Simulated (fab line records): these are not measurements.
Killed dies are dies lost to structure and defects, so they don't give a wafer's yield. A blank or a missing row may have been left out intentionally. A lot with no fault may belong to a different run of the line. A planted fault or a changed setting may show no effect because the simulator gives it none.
Matching of chambers :: flow n5Finfet :: 4 sister chambers for N5_FIN_SAQP_SPACER1_ALD_24 on aldSin-02
The step deposits SiO2, target thk 20.3 nm, pulse time 1 s, purge time 2 s. 8 wafers are shown with their chamber, then 7 later ones without.

EACH WAFER AND ITS CHAMBER
wafer: L074.2
chamber: 2
heaterPowerW (W): 412
chamberPressureTorr (Torr): 1.998

wafer: L086.1
chamber: 3
heaterPowerW (W): 554
chamberPressureTorr (Torr): 2.000

wafer: L086.4
chamber: 0
heaterPowerW (W): 473
chamberPressureTorr (Torr): 1.995

wafer: L090.1
chamber: 3
heaterPowerW (W): 543
chamberPressureTorr (Torr): 2.003

wafer: L090.2
chamber: 2
heaterPowerW (W): 413
chamberPressureTorr (Torr): 1.995

wafer: L090.3
chamber: 1
heaterPowerW (W): 418
chamberPressureTorr (Torr): 1.998

wafer: L091.1
chamber: 0
heaterPowerW (W): 474
chamberPressureTorr (Torr): 1.996

wafer: L091.4
chamber: 1
heaterPowerW (W): 412
chamberPressureTorr (Torr): 2.007

WAFERS WHOSE CHAMBER IS MISSING
wafer: L091.6
heaterPowerW (W): 402
chamberPressureTorr (Torr): 1.999

wafer: L095.2
heaterPowerW (W): 424
chamberPressureTorr (Torr): 2.005

wafer: L095.3
heaterPowerW (W): 404
chamberPressureTorr (Torr): 1.995

wafer: L095.6
heaterPowerW (W): 473
chamberPressureTorr (Torr): 1.992

wafer: L097.1
heaterPowerW (W): 481
chamberPressureTorr (Torr): 2.002

wafer: L097.4
heaterPowerW (W): 411
chamberPressureTorr (Torr): 2.000

wafer: L097.6
heaterPowerW (W): 549
chamberPressureTorr (Torr): 1.998

THE CHAMBER EACH PASSED THROUGH
wafer: L091.6
from the rows above: can't be placed: 2 or 1
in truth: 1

wafer: L095.2
from the rows above: can't be placed: 1 or 2
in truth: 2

wafer: L095.3
from the rows above: can't be placed: 2 or 1
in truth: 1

wafer: L095.6
from the rows above: 0
in truth: 0

wafer: L097.1
from the rows above: 0
in truth: 0

wafer: L097.4
from the rows above: can't be placed: 2 or 1
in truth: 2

wafer: L097.6
from the rows above: 3
in truth: 3
Correct placement for 3 of the 7. Not placeable from these rows: 4 (in 4, the candidates include the true chamber). Number placed wrongly: 0.
How it was worked out, from the rows above alone: a wafer's distance from a chamber is the root of the sum, over the readings, of the square of ((its reading less the chamber's mean) divided by the reading's scatter). The wafer belongs to the nearest chamber; if the next one is less than 2 further off, it can't be placed. The mean given for a chamber averages the wafers shown for that chamber. The scatter: take each reading less its chamber's mean, square it, sum over the shown wafers, divide by the number of wafers less the number of chambers, and take the root.
